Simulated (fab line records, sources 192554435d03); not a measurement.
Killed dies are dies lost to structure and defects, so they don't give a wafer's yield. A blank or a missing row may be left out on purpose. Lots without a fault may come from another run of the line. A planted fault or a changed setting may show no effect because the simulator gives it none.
fab line records | flow n5_finfet
record lots=24 wafers=72 last_day=17
route steps=1938 shown BEOL_M3@972
lots that met no fault: from a run of the same line without faults
start_h: hours from the record's first day to the start of the lot's first wafer shown | wait_h: hours since the lot's step before | " the same as in the row above | L1.1+2: a row that stands for several wafers | - no value, or no start given | * or withheld: withheld | < > ~ a bound
route shown NAME@n: a module of which the file shows steps, and the number in the route of the first | usual: mean/standard deviation of fault-free wafers | same: alike in all rows | chamber/n: place in a boat | sites: the reading at each site | _std_site: their standard deviation | _edge_site: outer sites' mean less inner sites' | radius_mm: how far each site lies from the wafer's centre | mask NAME#n: copy n | behind: the tool/chamber that last shaped the wafer | hold: why the lot was held/for how many hours/how that ended | device: the transistor (n, p or np) that didn't switch | end of line: the same wafers' tests at the end of the route | a step without rows: its recipe alone | killed: dies lost to structure and defects at the first sort, not the wafer's yield | map: a wafer's dies, x killed, . not, _ none there
set.NAME: the setting as run; set.NAME@STEP: as run at that earlier step | model.NAME: the simulator's own value behind a step, which no gauge read
steps of the route over a sample of lots; a table a step, a row a wafer
services: from which hour (start_h, from the record's first day; less than 0 if before it) a tool's chamber was out of use, for how many hours, and why
## steps
# step N5_BEOL_M3_ALD_98
# recipe material=SiO2 target_thk_a=25 temp_c=100 ald_precursor_family=BDEAS ald_co_reactant=O2-plasma pulse_time_s=1 co_reactant_pulse_time_s=1 purge_time_s=2 co_reactant_purge_time_s=2 ald_cycles=17 pressure_torr=2
# usual heater_power_w=80/10 precursor_pulse_height_rel=0.999/0.02
# same co_reactant_pulse_time_s=1 pulse_time_s=1
# columns lot.wafer tool chamber start_h wait_h heater_power_w precursor_pulse_height_rel
L074.3 ald_sin-03 2 147.32 0.1 74 0.956
L074.4 " 0 " " 79 1.001
L074.5 " 2 " " 74 1.022
L075.1 ald_sin-02 3 154.11 0.1 102 1.004
L075.2 " 1 " " 68 0.999
L075.3 " 2 " " 83 0.983
L076.2 ald_sin-04 0 154.61 0.1 74 1.044
L076.3 " 1 " " 77 1.004
L076.6 " 1 " " 78 0.982
L077.1 ald_sin-02 2 157.55 0.1 82 0.971
L077.3 " 1 " " 68 1.021
L077.6 " 1 " " 67 1.007
L078.1 ald_sin-04 1 164.04 0.1 75 1.043
L078.5 " 3 " " 74 1.022
L078.6 " 2 " " 82 1.034
L079.3 ald_sin-04 3 169.42 0.1 75 0.979
L079.4 " 1 " " 76 1.018
L079.5 " 1 " " 75 0.963
L080.2 ald_sin-02 2 170.87 0.1 81 0.998
L080.4 " 0 " " 81 0.970
L080.6 " 1 " " 67 0.990
L081.2 ald_sin-04 3 188.73 0.7 74 0.990
L081.3 " 2 " " 80 0.998
L081.4 " 0 " " 75 0.970
L082.2 ald_sin-02 3 204.23 0.1 103 1.021
L082.3 " 0 " " 81 1.018
L082.6 " 1 " " 67 0.995
L083.1 ald_sin-03 3 209.01 0.1 87 0.993
L083.4 " 1 " " 65 0.999
L083.5 " 3 " " 89 1.006
L084.1 ald_sin-04 3 210.28 0.1 74 0.996
L084.3 " 2 " " 81 1.005
L084.6 " 1 " " 77 1.002
L085.2 ald_sin-03 2 210.29 0.1 72 1.003
L085.3 " 1 " " 66 1.024
L085.6 " 0 " " 78 0.978
L086.1 ald_sin-03 1 219.73 0.1 65 0.999
L086.3 " 3 " " 84 0.984
L086.4 " 2 " " 71 0.979
L088.1 ald_sin-02 2 219.84 0.1 82 0.988
L088.4 " 1 " " 68 0.976
L088.5 " 1 " " 66 1.014
L087.1 ald_sin-03 1 222.80 0.1 66 0.987
L087.2 " 3 " " 86 1.006
L087.3 " 2 " " 72 0.997
L089.2 ald_sin-03 3 238.60 0.1 87 0.995
L089.5 " 2 " " 73 0.965
L089.6 " 3 " " 86 0.962
L090.2 ald_sin-02 3 248.15 0.1 103 1.011
L090.3 " 0 " " 80 0.990
L090.5 " 0 " " 84 1.006
L091.1 ald_sin-02 0 250.03 0.1 83 1.027
L091.3 " 2 " " 84 0.985
L091.5 " 2 " " 81 0.990
L092.2 ald_sin-02 2 253.49 0.3 82 1.016
L092.4 " 1 " " 66 1.001
L092.5 " 0 " " 85 0.984
L093.3 ald_sin-04 2 265.46 0.1 80 1.024
L093.5 " 1 " " 77 0.967
L093.6 " 2 " " 80 1.020
L094.2 ald_sin-02 2 267.26 0.1 84 1.018
L094.4 " 1 " " 68 0.982
L094.6 " 2 " " 84 1.023
L095.1 ald_sin-03 1 274.98 0.1 68 1.007
L095.2 " 2 " " 73 0.995
L095.4 " 3 " " 88 0.939
L096.1 ald_sin-02 2 277.56 0.1 82 1.005
L096.5 " 3 " " 104 0.993
L096.6 " 2 " " 82 0.995
L097.2 ald_sin-02 0 277.81 0.2 81 0.999
L097.5 " 3 " " 106 1.011
L097.6 " 0 " " 80 0.984
# step N5_BEOL_M3_STRIP_97
# recipe chemistry=N2/H2 time_s=10 power_w=450 temp_c=40 pressure_mtorr=20 rf_frequency_hz=6e+07 bias_power_w=7 n2_flow_sccm=200 h2_flow_sccm=200
# usual drypump_motor_current_A=5.6/0.38 oes_product_au=0.82/0.089 rf_vpp_V=59.4/0.88 showerhead_plenum_p_Torr=2.58/0.064 throttle_valve_pct=23.4/0.32
# columns lot.wafer tool chamber start_h wait_h drypump_motor_current_A oes_product_au rf_hours_counter_h rf_vpp_V showerhead_plenum_p_Torr throttle_valve_pct
L074.3 rie_diel-05 1 - - 5.6 0.88 33 59.0 2.59 23.6
L074.4 " 3 " " 5.8 0.71 249 59.5 2.58 23.0
L074.5 " 2 " " 5.7 0.95 - 59.5 2.58 23.2
L075.1 rie_diel-01 1 - - 5.7 0.86 51 59.7 2.69 23.9
L075.2 " 2 " " 5.8 0.90 31 59.0 2.48 23.6
L075.3 " 0 " " 5.6 0.69 232 58.6 2.49 23.3
L076.2 rie_diel-05 2 - - 5.7 0.95 15 58.7 2.58 23.2
L076.3 " 1 " " 5.6 0.90 36 58.4 2.59 23.6
L076.6 " 0 " " 5.0 0.72 - 59.6 2.62 23.6
L077.1 rie_diel-05 2 - - 5.7 0.96 15 59.8 2.58 23.2
L077.3 " 0 " " 5.0 0.72 206 59.1 2.62 23.6
L077.6 " 2 " " 5.7 0.95 - 59.6 2.58 23.2
L078.1 rie_diel-01 1 - - 5.7 0.86 58 61.0 2.69 23.9
L078.5 " 2 " " 5.8 0.89 - 58.5 2.48 23.6
L078.6 " 1 " " 5.7 0.86 - 59.0 2.69 23.9
L079.3 rie_diel-01 0 - - 5.6 0.68 238 59.9 2.48 23.3
L079.4 " 2 " " 5.8 0.89 37 59.8 2.48 23.6
L079.5 " 3 " " 6.2 0.95 - 58.3 2.51 23.4
L080.2 rie_diel-04 0 - - 5.4 0.76 169 60.0 2.63 23.3
L080.4 " 3 " " 6.1 0.82 - 59.7 2.53 22.7
L080.6 " 3 " " 6.1 0.82 - 58.8 2.53 22.7
L081.2 rie_diel-01 1 - - 5.7 0.84 64 59.2 2.69 23.9
L081.3 " 2 " " 5.8 0.87 44 58.1 2.47 23.6
L081.4 " 3 " " 6.2 0.92 7 59.4 2.51 23.4
L082.2 rie_diel-05 2 - - 5.8 0.90 31 59.5 2.57 23.2
L082.3 " 3 " " 5.8 0.89 10 59.2 2.58 22.6
L082.6 " 0 " " 5.0 0.70 - 58.7 2.61 23.6
L083.1 rie_diel-04 1 - - 4.9 0.74 175 59.5 2.66 23.5
L083.4 " 2 " " 6.0 0.98 - 57.6 2.58 23.5
L083.5 " 0 " " 5.5 0.74 - 59.7 2.62 23.3
L084.1 rie_diel-04 0 - - 5.4 0.73 181 60.2 2.62 23.3
L084.3 " 2 " " 6.0 0.97 6 59.7 2.58 23.5
L084.6 " 1 " " 4.9 0.74 - 61.1 2.66 23.5
L085.2 rie_diel-05 0 - - 5.0 0.70 224 59.7 2.61 23.6
L085.3 " 3 " " 5.8 0.88 13 60.6 2.58 22.7
L085.6 " 3 " " 5.8 0.89 - 59.5 2.58 22.7
L086.1 rie_diel-01 2 - - 5.8 0.88 48 58.6 2.47 23.7
L086.3 " 0 " " 5.6 0.68 247 59.6 2.48 23.3
L086.4 " 1 " " 5.7 0.85 68 58.1 2.69 23.9
L088.1 rie_diel-01 1 - - 5.7 0.85 68 58.9 2.69 23.9
L088.4 " 2 " " 5.8 0.87 48 58.8 2.47 23.7
L088.5 " 1 " " 5.7 0.84 - 59.9 2.69 23.9
L087.1 rie_diel-04 1 - - 4.9 0.74 182 59.6 2.65 23.5
L087.2 " 3 " " 6.1 0.81 125 59.2 2.52 22.8
L087.3 " 2 " " 6.0 0.96 13 59.5 2.58 23.5
L089.2 rie_diel-05 1 - - 5.6 0.85 63 59.0 2.58 23.6
L089.5 " 3 " " 5.8 0.87 - 58.2 2.57 22.7
L089.6 " 2 " " 5.7 0.88 - 59.7 2.57 23.2
L090.2 rie_diel-04 3 - - 6.1 0.81 133 60.9 2.52 22.8
L090.3 " 0 " " 5.4 0.74 196 60.7 2.61 23.4
L090.5 " 2 " " 6.0 0.93 - 60.2 2.58 23.5
L091.1 rie_diel-04 3 - - 6.1 0.80 133 59.3 2.52 22.8
L091.3 " 1 " " 4.9 0.74 190 59.9 2.65 23.5
L091.5 " 2 " " 6.0 0.93 - 59.8 2.58 23.5
L092.2 rie_diel-04 2 - - 6.0 0.92 24 59.3 2.58 23.5
L092.4 " 3 " " 6.1 0.79 135 58.7 2.52 22.8
L092.5 " 1 " " 4.9 0.73 - 58.5 2.65 23.5
L093.3 rie_diel-01 0 - - 5.6 0.94 4 57.9 2.48 22.9
L093.5 " 1 " " 5.7 0.83 - 59.9 2.68 23.9
L093.6 " 2 " " 5.8 0.86 - 58.2 2.47 23.7
L094.2 rie_diel-04 3 - - 6.1 0.79 140 59.4 2.52 22.8
L094.4 " 2 " " 6.0 0.91 29 58.9 2.57 23.5
L094.6 " 1 " " 4.9 0.73 - 59.2 2.65 23.5
L095.1 rie_diel-04 2 - - 6.0 0.91 30 59.9 2.57 23.5
L095.2 " 0 " " 5.4 0.72 204 58.8 2.61 23.4
L095.4 " 3 " " 6.1 0.79 142 57.0 2.52 22.8
L096.1 rie_diel-04 0 - - 5.4 0.72 207 58.3 2.61 23.4
L096.5 " 2 " " 6.0 0.90 - 59.7 2.57 23.5
L096.6 " 3 " " 6.1 0.79 - 58.9 2.52 22.8
L097.2 rie_diel-05 3 - - 5.8 0.86 31 61.1 2.57 22.7
L097.5 " 0 " " 5.0 0.68 - 60.2 2.61 23.7
L097.6 " 1 " " 5.6 0.84 - 60.6 2.57 23.6
# step N5_BEOL_M3_DEGAS_44
# recipe ambient=vacuum temp_c=250 time_s=60
# usual heater_power_w=331/16
# columns lot.wafer tool chamber start_h wait_h heater_power_w
L074.3 pvd_sputter-02 - 149.76 0.2 338
L074.4 " - " " 355
L074.5 " - " " 297
L075.1 pvd_sputter-02 - 154.91 0.0 326
L075.2 " - " " 351
L075.3 " - " " 342
L076.2 pvd_sputter-02 - 157.98 0.3 331
L076.3 " - " " 352
L076.6 " - " " 300
L077.1 pvd_sputter-03 - 158.62 0.4 354
L077.3 " - " " 360
L077.6 " - " " 341
L078.1 pvd_sputter-01 - 171.25 0.7 344
L078.5 " - " " 323
L078.6 " - " " 341
L079.3 pvd_sputter-02 - 171.74 0.2 301
L079.4 " - " " 338
L079.5 " - " " 335
L080.2 pvd_sputter-01 - 176.55 0.1 320
L080.4 " - " " 322
L080.6 " - " " 336
L081.2 pvd_sputter-03 - 193.87 0.6 329
L081.3 " - " " 338
L081.4 " - " " 308
L082.2 pvd_sputter-02 - 206.70 0.5 333
L082.3 " - " " 340
L082.6 " - " " 330
L083.1 pvd_sputter-01 - 210.21 0.2 323
L083.4 " - " " 339
L083.5 " - " " 326
L084.1 pvd_sputter-01 - 211.06 0.0 343
L084.3 " - " " 332
L084.6 " - " " 321
L085.2 pvd_sputter-01 - 211.26 0.0 338
L085.3 " - " " 328
L085.6 " - " " 328
L086.1 pvd_sputter-03 - 221.37 0.2 341
L086.3 " - " " 354
L086.4 " - " " 309
L088.1 pvd_sputter-02 - 221.88 0.4 296
L088.4 " - " " 331
L088.5 " - " " 331
L087.1 pvd_sputter-02 - 225.00 0.7 347
L087.2 " - " " 326
L087.3 " - " " 330
L089.2 pvd_sputter-01 - 242.00 0.2 322
L089.5 " - " " 314
L089.6 " - " " 348
L090.2 pvd_sputter-03 - 250.81 0.6 355
L090.3 " - " " 305
L090.5 " - " " 318
L091.1 pvd_sputter-01 - 254.61 0.4 328
L091.3 " - " " 344
L091.5 " - " " 325
L092.2 pvd_sputter-03 - 259.15 0.2 315
L092.4 " - " " 353
L092.5 " - " " 338
L093.3 pvd_sputter-03 - 266.22 0.0 350
L093.5 " - " " 313
L093.6 " - " " 330
L094.2 pvd_sputter-03 - 273.21 0.2 317
L094.4 " - " " 343
L094.6 " - " " 346
L095.1 pvd_sputter-01 - 276.08 0.0 327
L095.2 " - " " 334
L095.4 " - " " 329
L096.1 pvd_sputter-03 - 283.17 0.3 356
L096.5 " - " " 362
L096.6 " - " " 304
L097.2 pvd_sputter-02 - 283.68 0.5 356
L097.5 " - " " 302
L097.6 " - " " 350
# step N5_BEOL_M3_SURFACE_TREAT_85
# recipe gas=Ar time_s=* ion_energy_ev=* ion_current_ma_cm2=0.5 pressure_mtorr=* ar_flow_sccm=30
# usual throttle_valve_pct=*
# columns lot.wafer tool chamber start_h wait_h throttle_valve_pct
L074.3 pvd_sputter-02 - 150.32 0.3 *
L074.4 " - " " *
L074.5 " - " " *
L075.1 pvd_sputter-03 - 155.50 0.3 *
L075.2 " - " " *
L075.3 " - " " *
L076.2 pvd_sputter-02 - 158.54 0.3 *
L076.3 " - " " *
L076.6 " - " " *
L077.1 pvd_sputter-03 - 160.60 1.5 *
L077.3 " - " " *
L077.6 " - " " *
L078.1 pvd_sputter-01 - 171.71 0.3 *
L078.5 " - " " *
L078.6 " - " " *
L079.3 pvd_sputter-01 - 172.29 0.3 *
L079.4 " - " " *
L079.5 " - " " *
L080.2 pvd_sputter-02 - 176.92 0.2 *
L080.4 " - " " *
L080.6 " - " " *
L081.2 pvd_sputter-02 - 194.42 0.3 *
L081.3 " - " " *
L081.4 " - " " *
L082.2 pvd_sputter-02 - 207.05 0.1 *
L082.3 " - " " *
L082.6 " - " " *
L083.1 pvd_sputter-01 - 210.54 0.1 *
L083.4 " - " " *
L083.5 " - " " *
L084.1 pvd_sputter-01 - 211.46 0.2 *
L084.3 " - " " *
L084.6 " - " " *
L085.2 pvd_sputter-03 - 211.59 0.1 *
L085.3 " - " " *
L085.6 " - " " *
L086.1 pvd_sputter-02 - 221.70 0.1 *
L086.3 " - " " *
L086.4 " - " " *
L088.1 pvd_sputter-02 - 222.32 0.2 *
L088.4 " - " " *
L088.5 " - " " *
L087.1 pvd_sputter-02 - 225.60 0.2 *
L087.2 " - " " *
L087.3 " - " " *
L089.2 pvd_sputter-01 - 242.32 0.1 *
L089.5 " - " " *
L089.6 " - " " *
L090.2 pvd_sputter-03 - 251.33 0.3 *
L090.3 " - " " *
L090.5 " - " " *
L091.1 pvd_sputter-01 - 255.17 0.3 *
L091.3 " - " " *
L091.5 " - " " *
L092.2 pvd_sputter-03 - 259.59 0.2 *
L092.4 " - " " *
L092.5 " - " " *
L093.3 pvd_sputter-02 - 268.01 1.6 *
L093.5 " - " " *
L093.6 " - " " *
L094.2 pvd_sputter-02 - 273.54 0.1 *
L094.4 " - " " *
L094.6 " - " " *
L095.1 pvd_sputter-02 - 276.41 0.1 *
L095.2 " - " " *
L095.4 " - " " *
L096.1 pvd_sputter-01 - 283.68 0.3 *
L096.5 " - " " *
L096.6 " - " " *
L097.2 pvd_sputter-01 - 284.30 0.2 *
L097.5 " - " " *
L097.6 " - " " *
# step N5_BEOL_M3_ANNEAL_95
# recipe temp_c=400 time_s=240 ambient=vacuum
# usual heater_power_w=831/42
# columns lot.wafer tool chamber start_h wait_h heater_power_w
L074.3 pvd_sputter-02 - 152.18 0.0 754
L074.4 " - " " 838
L074.5 " - " " 873
L075.1 pvd_sputter-03 - 157.36 0.0 869
L075.2 " - " " 862
L075.3 " - " " 818
L076.2 pvd_sputter-03 - 160.38 0.0 905
L076.3 " - " " 827
L076.6 " - " " 818
L077.1 pvd_sputter-03 - 162.56 0.0 898
L077.3 " - " " 815
L077.6 " - " " 896
L078.1 pvd_sputter-02 - 173.56 0.0 860
L078.5 " - " " 859
L078.6 " - " " 867
L079.3 pvd_sputter-02 - 175.40 0.0 836
L079.4 " - " " 732
L079.5 " - " " 878
L080.2 pvd_sputter-02 - 178.76 0.0 867
L080.4 " - " " 828
L080.6 " - " " 834
L081.2 pvd_sputter-02 - 196.36 0.0 847
L081.3 " - " " 837
L081.4 " - " " 754
L082.2 pvd_sputter-01 - 209.01 0.0 833
L082.3 " - " " 846
L082.6 " - " " 863
L083.1 pvd_sputter-02 - 212.38 0.0 870
L083.4 " - " " 756
L083.5 " - " " 820
L084.1 pvd_sputter-03 - 213.30 0.0 869
L084.3 " - " " 835
L084.6 " - " " 779
L085.2 pvd_sputter-01 - 213.43 0.0 852
L085.3 " - " " 794
L085.6 " - " " 815
L086.1 pvd_sputter-03 - 223.61 0.0 829
L086.3 " - " " 765
L086.4 " - " " 900
L088.1 pvd_sputter-01 - 225.72 0.0 852
L088.4 " - " " 819
L088.5 " - " " 812
L087.1 pvd_sputter-01 - 227.56 0.0 844
L087.2 " - " " 811
L087.3 " - " " 854
L089.2 pvd_sputter-02 - 244.19 0.0 850
L089.5 " - " " 878
L089.6 " - " " 750
L090.2 pvd_sputter-03 - 253.45 0.0 779
L090.3 " - " " 881
L090.5 " - " " 768
L091.1 pvd_sputter-03 - 258.51 0.0 785
L091.3 " - " " 888
L091.5 " - " " 896
L092.2 pvd_sputter-03 - 261.61 0.0 785
L092.4 " - " " 918
L092.5 " - " " 905
L093.3 pvd_sputter-02 - 269.99 0.0 834
L093.5 " - " " 817
L093.6 " - " " 809
L094.2 pvd_sputter-03 - 275.38 0.0 789
L094.4 " - " " 842
L094.6 " - " " 907
L095.1 pvd_sputter-02 - 278.43 0.0 871
L095.2 " - " " 749
L095.4 " - " " 818
L096.1 pvd_sputter-02 - 285.58 0.0 863
L096.5 " - " " 827
L096.6 " - " " 828
L097.2 pvd_sputter-01 - 286.42 0.0 856
L097.5 " - " " 844
L097.6 " - " " 819
# step N5_BEOL_M3_SPUTTER_96
# recipe material=Cu target_thk_a=45 temp_c=-20 chamber_pressure_pa=0.07 power_w=withheld time_s=8.29
# usual chamber_pressure_pa=0.07002/0.00014 throttle_valve_pct=29.8/0.75
# columns lot.wafer tool chamber start_h wait_h chamber_pressure_pa throttle_valve_pct
L074.3 pvd_sputter-02 - 152.32 0.1 0.06982 30.0
L074.4 " - " " 0.06994 29.7
L074.5 " - " " 0.06977 28.6
L075.1 pvd_sputter-03 - 157.50 0.1 0.06998 31.1
L075.2 " - " " 0.07026 30.4
L075.3 " - " " 0.06995 30.6
L076.2 pvd_sputter-03 - 160.52 0.1 0.0702 31.2
L076.3 " - " " 0.0702 30.4
L076.6 " - " " 0.06996 30.7
L077.1 pvd_sputter-03 - 162.70 0.1 0.07017 31.0
L077.3 " - " " 0.07036 30.4
L077.6 " - " " 0.07009 30.9
L078.1 pvd_sputter-02 - 173.70 0.1 0.07005 28.6
L078.5 " - " " 0.07005 30.4
L078.6 " - " " 0.06978 28.5
L079.3 pvd_sputter-02 - 175.54 0.1 0.07018 30.3
L079.4 " - " " 0.07012 30.1
L079.5 " - " " 0.07009 28.8
L080.2 pvd_sputter-02 - 178.90 0.1 0.07 28.6
L080.4 " - " " 0.06991 30.4
L080.6 " - " " 0.07015 30.5
L081.2 pvd_sputter-02 - 196.50 0.1 0.06997 30.3
L081.3 " - " " 0.0702 29.3
L081.4 " - " " 0.06999 30.0
L082.2 pvd_sputter-01 - 209.15 0.1 0.07009 28.9
L082.3 " - " " 0.07013 29.4
L082.6 " - " " 0.07018 29.8
L083.1 pvd_sputter-02 - 212.52 0.1 0.07002 28.4
L083.4 " - " " 0.06991 29.8
L083.5 " - " " 0.07 30.6
L084.1 pvd_sputter-03 - 213.44 0.1 0.07005 30.1
L084.3 " - " " 0.0701 30.3
L084.6 " - " " 0.07007 29.5
L085.2 pvd_sputter-01 - 213.57 0.1 0.07001 29.6
L085.3 " - " " 0.07009 28.8
L085.6 " - " " 0.06992 29.5
L086.1 pvd_sputter-03 - 223.75 0.1 0.07002 30.4
L086.3 " - " " 0.0703 29.3
L086.4 " - " " 0.07027 31.1
L088.1 pvd_sputter-01 - 225.86 0.1 0.07005 29.4
L088.4 " - " " 0.06996 29.0
L088.5 " - " " 0.06999 29.8
L087.1 pvd_sputter-01 - 227.70 0.1 0.07009 29.0
L087.2 " - " " 0.06978 29.6
L087.3 " - " " 0.07008 29.6
L089.2 pvd_sputter-02 - 244.33 0.1 0.07008 30.6
L089.5 " - " " 0.06996 28.7
L089.6 " - " " 0.06976 30.3
L090.2 pvd_sputter-03 - 253.59 0.1 0.06981 29.7
L090.3 " - " " 0.06994 29.9
L090.5 " - " " 0.06985 29.2
L091.1 pvd_sputter-03 - 258.65 0.1 0.07023 29.3
L091.3 " - " " 0.07004 31.2
L091.5 " - " " 0.06999 31.0
L092.2 pvd_sputter-03 - 261.75 0.1 0.0701 29.6
L092.4 " - " " 0.07022 31.1
L092.5 " - " " 0.07038 30.9
L093.3 pvd_sputter-02 - 270.13 0.1 0.07016 30.4
L093.5 " - " " 0.07013 29.6
L093.6 " - " " 0.06997 30.6
L094.2 pvd_sputter-03 - 275.52 0.1 0.07028 29.6
L094.4 " - " " 0.07 30.3
L094.6 " - " " 0.06996 31.2
L095.1 pvd_sputter-02 - 278.57 0.1 0.06994 30.5
L095.2 " - " " 0.06998 30.0
L095.4 " - " " 0.0698 29.4
L096.1 pvd_sputter-02 - 285.72 0.1 0.07023 28.7
L096.5 " - " " 0.06996 30.5
L096.6 " - " " 0.06992 29.6
L097.2 pvd_sputter-01 - 286.56 0.1 0.07007 29.4
L097.5 " - " " 0.07004 29.4
L097.6 " - " " 0.07011 29.4
## services
# columns tool chamber start_h hours kind
pvd_sputter-01 - 131.36 1.3 repair
rie_diel-04 0 135.51 2.6 repair
rie_diel-04 2 137.67 9.0 repair
rie_diel-01 3 146.17 - clean
rie_diel-01 3 146.17 - consumable_replace:focus_ring
rie_diel-01 3 146.17 16.4 scheduled_down
rie_diel-01 3 146.17 16.4 vent_cycle
rie_diel-05 3 154.00 3.5 repair
ald_sin-02 3 155.95 8.6 repair
rie_diel-04 - 156.29 1.1 repair
rie_diel-04 2 166.11 - clean
rie_diel-04 2 166.11 - consumable_replace:focus_ring
rie_diel-04 2 166.11 30.5 scheduled_down
rie_diel-04 2 166.11 30.5 vent_cycle
ald_sin-02 3 167.12 5.0 repair
rie_diel-04 1 173.36 6.0 repair
ald_sin-03 - 176.92 14.0 pm
rie_diel-05 - 200.69 1.2 repair
rie_diel-04 3 204.29 12.3 repair
rie_diel-01 - 205.20 14.6 pm
ald_sin-02 3 225.72 5.2 repair
rie_diel-05 0 231.27 1.3 repair
rie_diel-01 2 241.99 4.6 repair
rie_diel-01 2 279.08 5.3 repair
## key
fault none
